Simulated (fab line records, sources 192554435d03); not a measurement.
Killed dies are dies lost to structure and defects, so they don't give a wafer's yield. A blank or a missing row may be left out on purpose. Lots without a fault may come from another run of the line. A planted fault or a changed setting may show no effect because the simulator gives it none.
fab line records | flow n5_finfet
record lots=6 wafers=18 last_day=18
route steps=1938 shown BEOL_M13@1694 PASSIVATION@1936
lots that met no fault: from a run of the same line without faults
start_h: hours from the record's first day to the start of the lot's first wafer shown | wait_h: hours since the lot's step before | " the same as in the row above | L1.1+2: a row that stands for several wafers | - no value, or no start given | * or withheld: withheld | < > ~ a bound
route shown NAME@n: a module of which the file shows steps, and the number in the route of the first | usual: mean/standard deviation of fault-free wafers | same: alike in all rows | chamber/n: place in a boat | sites: the reading at each site | _std_site: their standard deviation | _edge_site: outer sites' mean less inner sites' | radius_mm: how far each site lies from the wafer's centre | mask NAME#n: copy n | behind: the tool/chamber that last shaped the wafer | hold: why the lot was held/for how many hours/how that ended | device: the transistor (n, p or np) that didn't switch | end of line: the same wafers' tests at the end of the route | a step without rows: its recipe alone | killed: dies lost to structure and defects at the first sort, not the wafer's yield | map: a wafer's dies, x killed, . not, _ none there
set.NAME: the setting as run; set.NAME@STEP: as run at that earlier step | model.NAME: the simulator's own value behind a step, which no gauge read
lots at some steps of the route; a table a step, a row a wafer
services: from which hour (start_h, from the record's first day; less than 0 if before it) a tool's chamber was out of use, for how many hours, and why
## steps
# step N5_BEOL_M13_ETCH_68
# recipe chemistry=N2/H2 target=SOC mask_material=SiARC source_w=3000 bias_w=350 temp_c=40 time_s=355 ion_energy_ev=200 pressure_mtorr=30 n2_flow_sccm=200 h2_flow_sccm=200
# step N5_BEOL_M13_STRIP_69
# recipe chemistry=N2/H2 temp_c=40 n2_flow_sccm=200 h2_flow_sccm=200 rf_frequency_hz=6e+07
# step N5_BEOL_M13_TRENCH_ETCH_34
# recipe chemistry=C4F8/O2/Ar target=SiOC target_depth_a=4134.7 mask_material=SOC pressure_mtorr=30 source_w=3000 bias_w=700 Ar_flow_sccm=400 C4F8_flow_sccm=15 O2_flow_sccm=8 he_inner_torr=15 he_outer_torr=30 time_s=162.6 ion_energy_ev=250
# usual drypump_motor_current_A=5.8/0.54 oes_product_au=0.77/0.11 rf_vpp_V=666/3.3 showerhead_plenum_p_Torr=3.46/0.1 throttle_valve_pct=24.20/0.24
# columns lot.wafer tool chamber start_h wait_h drypump_motor_current_A oes_product_au rf_hours_counter_h rf_vpp_V showerhead_plenum_p_Torr throttle_valve_pct
L213.1 rie_diel-06 2 240.74 0.0 6.7 0.75 151 660 3.32 24.37
L213.2 " 1 " " 5.7 0.68 221 668 3.55 24.20
L213.6 " 3 " " 5.2 0.71 - 662 3.25 24.27
L214.4 rie_diel-05 2 248.35 0.0 6.4 0.72 221 668 3.53 24.11
L214.5 " 3 " " 6.1 0.64 - 663 3.41 24.55
L214.6 " 0 " " 5.3 0.75 - 669 3.54 23.98
L226.3 rie_diel-03 1 330.50 0.0 6.4 0.95 1 666 3.51 24.14
L226.4 " 3 " " 5.9 0.95 11 667 3.51 24.40
L226.6 " 3 " " 5.9 0.95 - 667 3.51 24.39
L228.1 rie_diel-06 0 351.26 0.0 5.7 0.67 253 667 3.45 23.88
L228.2 " 3 " " 5.2 0.97 4 672 3.64 23.80
L228.3 " 2 " " 6.7 0.73 188 662 3.30 24.40
L230.2 rie_diel-05 3 360.90 0.0 6.1 0.87 23 666 3.40 24.25
L230.4 " 0 " " 5.4 0.71 - 668 3.52 24.03
L230.6 " 1 " " 5.1 0.66 - 670 3.52 24.50
L235.1 rie_diel-06 3 400.57 0.0 5.2 0.91 22 672 3.63 23.83
L235.3 " 2 " " 6.7 0.72 205 660 3.29 24.42
L235.6 " 1 " " 5.7 0.92 - 668 3.53 23.92
# step N5_BEOL_M13_STRIP_70
# recipe chemistry=C4F8/O2/Ar resist=SiARC rf_frequency_hz=6e+07
# step N5_BEOL_M13_OCD_MEAS_35
# usual trench_depth_nm=410/6.8
# columns lot.wafer tool chamber start_h wait_h trench_depth_nm
L213.1 ocd-02 - 240.92 0.0 409
L213.2 " - " " 406
L213.6 " - " " 407
L214.4 ocd-01 - 248.53 0.0 412
L214.5 " - " " 396
L214.6 " - " " 419
L226.3 ocd-02 - 330.67 0.0 407
L226.4 " - " " 408
L226.6 " - " " 409
L228.1 ocd-02 - 351.43 0.0 410
L228.2 " - " " 420
L228.3 " - " " 412
L230.2 ocd-01 - 361.07 0.0 402
L230.4 " - " " 415
L230.6 " - " " 394
L235.1 ocd-01 - 400.74 0.0 413
L235.3 " - " " 411
L235.6 " - " " 421
# step N5_BEOL_M13_STRIP_37
# recipe chemistry=N2/H2 power_w=1000 temp_c=250 h2_frac=0.65 overash_fraction=0.3 pressure_mtorr=withheld n2_flow_sccm=1750 h2_flow_sccm=3250
# step N5_BEOL_M13_ETCH_38
# recipe chemistry=CF4/N2 target=SiCN target_depth_a=675 taper_deg=2 time_s=71.9 ion_energy_ev=150 mask_material=SiO2 pressure_mtorr=40 source_w=430 bias_w=70 Ar_flow_sccm=100 cf4_flow_sccm=60 n2_flow_sccm=60
# usual drypump_motor_current_A=5.8/0.48 oes_product_au=0.77/0.11 rf_vpp_V=383.0/1.6 showerhead_plenum_p_Torr=2.24/0.059 throttle_valve_pct=15.48/0.23
# columns lot.wafer tool chamber start_h wait_h drypump_motor_current_A oes_product_au rf_hours_counter_h rf_vpp_V showerhead_plenum_p_Torr throttle_valve_pct
L213.1 rie_diel-03 1 242.36 - 6.4 0.67 250 383.7 2.26 15.70
L213.2 " 3 " " 5.9 0.67 242 383.3 2.28 15.95
L213.6 " 1 " " 6.4 0.67 - 383.8 2.26 15.71
L214.4 rie_diel-06 0 249.83 - 5.7 0.67 218 383.2 2.25 15.31
L214.5 " 3 " " 5.2 0.73 - 379.5 2.10 15.63
L214.6 " 2 " " 6.8 0.75 - 380.9 2.13 15.53
L226.3 rie_diel-03 1 331.32 - 6.4 0.96 2 385.0 2.26 15.21
L226.4 " 3 " " 5.9 0.96 11 383.8 2.27 15.48
L226.6 " 3 " " 5.9 0.96 - 383.4 2.27 15.49
L228.1 rie_diel-05 3 351.56 - 6.0 0.93 19 381.1 2.18 15.24
L228.2 " 0 " " 5.3 0.75 205 384.6 2.28 15.36
L228.3 " 1 " " 5.1 0.68 235 384.1 2.28 15.80
L230.2 rie_diel-05 1 361.44 - 5.1 0.68 239 383.2 2.28 15.78
L230.4 " 0 " " 5.3 0.74 - 385.1 2.28 15.36
L230.6 " 3 " " 6.0 0.92 - 381.1 2.18 15.25
L235.1 rie_diel-05 0 405.99 - 5.3 0.73 225 383.4 2.27 15.42
L235.3 " 2 " " 6.4 0.93 12 384.2 2.25 14.91
L235.6 " 2 " " 6.4 0.93 - 383.5 2.25 14.91
# step N5_BEOL_M13_PRECLEAN_39
# recipe chemistry=residue_remover time_s=60 temp_c=40
# step N5_BEOL_M13_SRD_40
# recipe time_s=30 temp_c=23 rinse_liquid=diw dry=n2_spin spin_rpm=1500 dry_time_s=30
# step N5_BEOL_M13_DEGAS_41
# recipe ambient=vacuum temp_c=250 time_s=60
# usual heater_power_w=335/39
# columns lot.wafer tool chamber start_h wait_h heater_power_w
L213.1 pvd_sputter-01 - 242.93 0.4 297
L213.2 " - " " 327
L213.6 " - " " 292
L214.4 pvd_sputter-03 - 250.03 0.0 251
L214.5 " - " " 409
L214.6 " - " " 337
L226.3 pvd_sputter-01 - 332.06 0.6 296
L226.4 " - " " 384
L226.6 " - " " 330
L228.1 pvd_sputter-01 - 351.78 0.0 310
L228.2 " - " " 296
L228.3 " - " " 321
L230.2 pvd_sputter-02 - 361.94 0.3 328
L230.4 " - " " 336
L230.6 " - " " 317
L235.1 pvd_sputter-03 - 406.27 0.1 334
L235.3 " - " " 252
L235.6 " - " " 412
# step N5_BEOL_M13_PRE_CLEAN_42
# recipe gas=H2/He time_s=30 temp_c=250
# usual heater_power_w=335/39
# columns lot.wafer tool chamber start_h wait_h heater_power_w
L213.1 pvd_sputter-01 - 242.97 0.0 294
L213.2 " - " " 325
L213.6 " - " " 297
L214.4 pvd_sputter-03 - 250.07 0.0 252
L214.5 " - " " 409
L214.6 " - " " 317
L226.3 pvd_sputter-01 - 332.10 0.0 298
L226.4 " - " " 381
L226.6 " - " " 319
L228.1 pvd_sputter-01 - 351.82 0.0 308
L228.2 " - " " 296
L228.3 " - " " 316
L230.2 pvd_sputter-02 - 361.98 0.0 321
L230.4 " - " " 340
L230.6 " - " " 321
L235.1 pvd_sputter-03 - 406.31 0.0 342
L235.3 " - " " 246
L235.6 " - " " 391
# step N5_BEOL_M13_SPUTTER_43
# recipe material=TaN target_thk_a=150 temp_c=50 bias_v=168.6 power_w=15000 chamber_pressure_pa=0.12 time_s=24.19
# usual cathode_dc_power_W=15000/2.6 throttle_valve_pct=29.5/0.92
# columns lot.wafer tool chamber start_h wait_h cathode_dc_power_W throttle_valve_pct
L213.1 pvd_sputter-01 - 243.01 0.0 15001 28.8
L213.2 " - " " 15002 28.7
L213.6 " - " " 14997 28.8
L214.4 pvd_sputter-03 - 250.11 0.0 14999 28.5
L214.5 " - " " 15004 28.7
L214.6 " - " " 15001 29.1
L226.3 pvd_sputter-01 - 332.14 0.0 15003 28.9
L226.4 " - " " 15004 29.1
L226.6 " - " " 14998 28.7
L228.1 pvd_sputter-01 - 351.87 0.0 14999 29.7
L228.2 " - " " 15000 29.0
L228.3 " - " " 14998 28.4
L230.2 pvd_sputter-02 - 362.02 0.0 14994 30.1
L230.4 " - " " 14999 31.7
L230.6 " - " " 15002 30.1
L235.1 pvd_sputter-03 - 406.35 0.0 14999 29.1
L235.3 " - " " 15001 28.9
L235.6 " - " " 15000 28.8
# step N5_BEOL_M13_SPUTTER_44
# recipe material=Ta target_thk_a=100 temp_c=50 bias_v=80 power_w=15000 chamber_pressure_pa=0.07 time_s=16.13
# usual cathode_dc_power_W=15000/2.9 throttle_valve_pct=29.5/0.9
# columns lot.wafer tool chamber start_h wait_h cathode_dc_power_W throttle_valve_pct model.Ta_of_BEOL_M13_SPUTTER_44.thk_nm
L213.1 pvd_sputter-01 - 243.09 0.0 14999 28.9 10
L213.2 " - " " 15000 28.7 10
L213.6 " - " " 14999 29.1 10
L214.4 pvd_sputter-03 - 250.19 0.0 15002 28.7 9.8
L214.5 " - " " 15001 28.7 9.8
L214.6 " - " " 14999 29.2 9.8
L226.3 pvd_sputter-01 - 332.22 0.0 16564 29.0 11.2
L226.4 " - " " 16570 29.1 11.4
L226.6 " - " " 16568 28.6 11
L228.1 pvd_sputter-01 - 351.96 0.0 16571 29.7 11.2
L228.2 " - " " 16568 28.7 11
L228.3 " - " " 16567 28.5 11
L230.2 pvd_sputter-02 - 362.10 0.0 14998 29.8 10.2
L230.4 " - " " 14996 31.8 10
L230.6 " - " " 15006 30.1 10.2
L235.1 pvd_sputter-03 - 406.43 0.0 15005 29.4 10
L235.3 " - " " 15002 28.9 9.8
L235.6 " - " " 15001 28.5 9.6
# step N5_BEOL_M13_SPUTTER_45
# recipe material=Cu target_thk_a=800 temp_c=-20 bias_v=60 power_w=26000 chamber_pressure_pa=0.13 time_s=13.33
# step N5_PASSIVATION_PROBE_49
# usual defect_limited_yield=91.5/1.5 killed_at_M0_to_M3=32/10 killed_at_M4_up=13/4.9 killed_at_contacts=13/6.1 killed_at_front_end=38/11 killed_at_other=3/3.2 killed_dies=101/18 killed_open=66/13 killed_short=32/8.3 sort_bin_5_function=5.0/1 sort_bin_6_memory=3.2/0.74 sort_bin_8_speed=0.1/1.1 sort_n_pass=1078/22
# same gross_dies=1180 killed_at_back_side=0 sort_bin_4_leakage[%]=0
# columns lot.wafer tool chamber start_h wait_h defect_limited_yield[%] killed_at_M0_to_M3 killed_at_M4_up killed_at_contacts killed_at_front_end killed_at_other killed_dies killed_open killed_short sort_bin_5_function[%] sort_bin_6_memory[%] sort_bin_8_speed[%] sort_n_pass
L214.4 prober-01 - 281.58 0.2 93.8 22 7 10 34 0 73 48 24 3.9 2.0 0 1107
L214.5 prober-01 - 281.63 0.2 91.9 26 18 27 22 3 96 64 31 4.4 3.1 0 1084
L214.6 prober-01 - 281.68 0.3 92.5 34 5 12 36 1 88 47 33 3.7 3.5 0 1092
L230.2 prober-02 - 392.81 0.5 90.3 42 10 12 49 1 114 68 45 5.0 4.2 0.1 1066
L230.4 prober-02 - 392.91 0.6 92.3 29 13 13 31 5 91 55 32 5.1 2.5 0 1089
L230.6 prober-02 - 393.01 0.7 92.2 37 9 5 37 4 92 58 34 4.7 2.7 0 1088
# killed by level:class
L214.4 STI_FIN_REVEAL:geometric_particle:open=14 MOL_CONTACT_COAG:geometric_particle:open=8 BEOL_M1:geometric_particle:open=6 STARTING-WAFER:geometric_particle:short=5 BEOL_M3:geometric_particle:open=5 STARTING-WAFER:geometric_particle:open=3 BEOL_M4:geometric_particle:open=3 GATE_CUT:geometric_particle:short=3
L214.5 MOL_CONTACT_COAG:geometric_particle:open=19 MOL_CONTACT_COAG:geometric_particle:short=8 BEOL_M1:geometric_particle:open=8 BEOL_M4:geometric_particle:open=8 BEOL_M0_SAQP:geometric_particle:open=5 BEOL_M2:geometric_particle:open=4 BEOL_M5:geometric_particle:open=4 FIN_SAQP:geometric_particle:open=3
L214.6 STI_FIN_REVEAL:geometric_particle:open=11 GATE_CUT:geometric_particle:short=7 MOL_CONTACT_COAG:geometric_particle:open=7 BEOL_M1:geometric_particle:open=6 BEOL_M0_SAQP:geometric_particle:open=6 BEOL_M0_SAQP:geometric_particle:short=6 STARTING-WAFER:geometric_particle:short=5 MOL_CONTACT_COAG:geometric_particle:short=4
L230.2 BEOL_M2:geometric_particle:open=12 GATE_CUT:geometric_particle:short=10 STI_FIN_REVEAL:geometric_particle:open=9 DUMMY_GATE:geometric_particle:open=8 MOL_CONTACT_COAG:geometric_particle:open=8 BEOL_M1:geometric_particle:short=8 BEOL_M1:geometric_particle:open=7 FIN_SAQP:geometric_particle:short=6
L230.4 MOL_CONTACT_COAG:geometric_particle:open=10 BEOL_M2:geometric_particle:open=9 FIN_SAQP:geometric_particle:short=6 BEOL_M1:geometric_particle:open=5 DUMMY_GATE:geometric_particle:open=4 GATE_CUT:geometric_particle:short=4 BEOL_M0_SAQP:geometric_particle:open=4 BEOL_M3:geometric_particle:open=4
L230.6 BEOL_M2:geometric_particle:open=13 BEOL_M1:geometric_particle:short=7 GATE_CUT:geometric_particle:short=6 STI_FIN_REVEAL:geometric_particle:open=5 DUMMY_GATE:geometric_particle:open=5 GATE_CUT:geometric_particle:open=4 STARTING-WAFER:geometric_particle:short=4 BEOL_M0:geometric_particle:open=4
## services
# columns tool chamber start_h hours kind
rie_diel-03 - 242.73 14.6 pm
rie_diel-05 3 272.30 - clean
rie_diel-05 3 272.30 - consumable_replace:focus_ring
rie_diel-05 3 272.30 16.6 scheduled_down
rie_diel-05 3 272.30 16.6 vent_cycle
rie_diel-05 1 282.09 17.6 repair
rie_diel-05 2 299.70 4.2 repair
rie_diel-05 - 302.74 1.0 repair
rie_diel-06 3 323.07 - clean
rie_diel-06 3 323.07 - consumable_replace:focus_ring
rie_diel-06 3 323.07 - consumable_replace:showerhead
rie_diel-06 3 323.07 16.6 scheduled_down
rie_diel-06 1 329.32 4.8 repair
rie_diel-05 2 346.06 7.8 repair
rie_diel-03 3 352.59 6.3 repair
rie_diel-05 2 354.18 - clean
rie_diel-05 2 354.18 - consumable_replace:focus_ring
rie_diel-05 2 354.18 16.4 scheduled_down
rie_diel-05 2 354.18 16.4 vent_cycle
rie_diel-05 1 393.11 - clean
rie_diel-05 1 393.11 - consumable_replace:focus_ring
rie_diel-05 1 393.11 15.7 scheduled_down
rie_diel-05 1 393.11 15.7 vent_cycle
pvd_sputter-01 - 400.57 5.2 repair
## key
first_sign step=N5_BEOL_M13_SPUTTER_44 reading=cathode_dc_power_W direction=up sigmas=99+ usual=* struck=*
effect none on later readings
model_effect step=N5_BEOL_M13_SPUTTER_44 value=Ta_of_BEOL_M13_SPUTTER_44.thk_nm without=10.07 struck=11.13
met_at N5_BEOL_M13_SPUTTER_44
struck_wafers L226.3,L226.4,L226.6,L228.1,L228.2,L228.3
onset_between 243.09 332.22
fault kind=process_parameter_drift tool=pvd_sputter-01 chamber=- onset_h=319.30 steps=N5_BEOL_M13_SPUTTER_44 channel=power_w offset=* shape=step end_h=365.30 acts_in=* stated=*
